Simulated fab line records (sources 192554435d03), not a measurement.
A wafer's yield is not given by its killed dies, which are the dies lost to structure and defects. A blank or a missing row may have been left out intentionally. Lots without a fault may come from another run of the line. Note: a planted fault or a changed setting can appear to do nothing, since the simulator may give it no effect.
Comparing a struck lot with a sound one + flow n5Finfet + 37 out of 1938 route steps
Sound: these wafers, L478.2, L478.3, L478.6. Wafers L479.1, L479.2, L479.4 were the ones struck. The cause is given at the end.
Order at every step that has rows: each side's tool, ch and its chambers, its first start. Under that, the readings that differ: sound wafers + struck wafers + difference of the means + sigmas: that difference in standard deviations of wafers without a fault.
alike: a reading whose means differ by less than 2 such deviations, as well as words and numbers matching on both sides. not compared: withheld readings; readings where some wafer has no value; bounds like >300 that might hide an equal value; numbers whose values overlap and for which the record gives no deviation.
A row with sigmas, a row that says differs or no value, or rows on one side alone: a step with any of these is where the two part. When numbers do not overlap yet have no deviation, they are printed without sigmas and do not part them. Lack of a reading on every wafer of one side parts them only where that side has two or more wafers.

first, 9 steps without rows for these wafers: N5_BEOL_M4_ANNEAL_95 (time 240 s); N5_BEOL_M4_SPUTTER_96 (material Cu, target thk 4.5 nm, time 8.29 s); N5_BEOL_M4_ECD_50 (material Cu, target thk 300 nm); N5_BEOL_M4_ANNEAL_51 (time 90 s); N5_BEOL_M4_CMP_52 (polishes, stops on SiOC, t overpolish 6.8 s, target thk 40 nm); N5_BEOL_M4_PRE_CLEAN_60 (time 15 s); N5_BEOL_M4_CO_CAP_55 (material Co, precursor CCTBA/H2, target thk 2 nm, time 102.1 s); N5_BEOL_M4_PRE_CLEAN_56 (time 15 s); N5_BEOL_M4_DEP_57 (deposits SiCN from 3MS/NH3, target thk 8 nm, time 14 s).
N5_BEOL_M4_RC_MEAS_101:
  sound on prober-01 ch 0, day 12 07:01; struck on prober-02 ch 0, day 13 14:07
  alike: DIBL_N, DIBL_P, IOFF_N, IOFF_P, ION_N, ION_P, SS_N, SS_P, VT_N, VT_P
then, 24 steps without rows for these wafers: N5_BEOL_M5_ILD_DEP_00 (deposits SiCOH lowk from DEMS/porogen, target thk 140.64 nm, time 25.9 s); N5_BEOL_M5_CURE_79 (cures SiCOH lowk, time 240 s); N5_BEOL_M5_PECVD_70 (deposits SiO2 from TEOS/O2, target thk 16 nm, time 18 s); N5_BEOL_M5_HM_DEP_02 (deposits TiN, target thk 20 nm); N5_BEOL_M5_COAT_59 (time 60 s, resist thk 60 nm); N5_BEOL_M5_COAT_60 (time 60 s, resist thk 12 nm); N5_BEOL_M5_COAT_71 (time 60 s, resist thk 5 nm); N5_BEOL_M5_COAT_05 (resist thk 30 nm); N5_BEOL_M5_EBR_07; N5_BEOL_M5_SOFTBAKE_06 (time 60 s); N5_BEOL_M5_EXPOSE_08 (exposes mask M5, target cd 28 nm); N5_BEOL_M5_PEB_09 (peb time 60 s); N5_BEOL_M5_DEVELOP_10 (develop time 30 s); N5_BEOL_M5_DESCUM_16 (chemistry O2, time 7 s); N5_BEOL_M5_ETCH_72 (etches underlayer in N2/H2, target depth 6.5 nm, time 5.2 s); N5_BEOL_M5_ETCH_61 (etches SiARC in CF4, target depth 15.6 nm, time 26 s); N5_BEOL_M5_ETCH_62 (etches SOC in N2/H2, target depth 75 nm, overetch 15 nm, time 112.5 s); N5_BEOL_M5_STRIP_63 (strips in N2/H2); N5_BEOL_M5_STRIP_73 (strips in N2/H2); N5_BEOL_M5_STRIP_64 (strips in CF4); N5_BEOL_M5_HM_OPEN_17 (chemistry Cl2/BCl3, target TiN, target depth 20 nm, overetch 6 nm); N5_BEOL_M5_STRIP_19 (strips in O2); N5_BEOL_M5_COAT_65 (time 60 s, resist thk 60 nm); N5_BEOL_M5_COAT_66 (time 60 s, resist thk 12 nm).
-- a jump in the record: the struck wafers' starts before and after are 2 days apart (it breaks off in module BEOL_M5 and resumes in module BEOL_M10, where the first step shown is number 1470 of the route) --
N5_BEOL_M10_ILD_DEP_00: deposits SiCOH lowk from DEMS/porogen, target thk 308.51 nm, time 58 s.
  sound on pecvd-02 ch 0,1, day 14 11:56; struck on pecvd-04 ch 0,1, day 15 20:02
  no value came back on the struck wafers for any of 5 readings (chamberPressureTorr (Torr), heaterPowerOuterW (W) and others); on the sound wafers chamberPressureTorr (Torr) reads 5.012 5.003 5.013
N5_BEOL_M10_OCD_MEAS_38:
  sound on ocd-02, day 14 15:57; struck on ocd-02, day 16 01:33
| reading            | sound             | struck | difference                    | sigmas |
|--------------------|-------------------|--------|-------------------------------|--------|
| trenchDepthNm (nm) | 146.7 143.8 144.4 | - - -  | no value on the struck wafers |        |
-- here the record skips 2 days between the struck wafers' starts before and after, leaving off in module BEOL_M10 and picking up in module PASSIVATION (first step shown: number 1936 of the route) --
N5_PASSIVATION_PROBE_49:
  the record has rows for the struck wafers here (prober-02, day 18 10:40) and none for the sound ones

## WHERE THEY PART
At N5_BEOL_M10_ILD_DEP_00 first; at N5_PASSIVATION_PROBE_49 last (within this record only).

WHY: whatever the simulator had introduced
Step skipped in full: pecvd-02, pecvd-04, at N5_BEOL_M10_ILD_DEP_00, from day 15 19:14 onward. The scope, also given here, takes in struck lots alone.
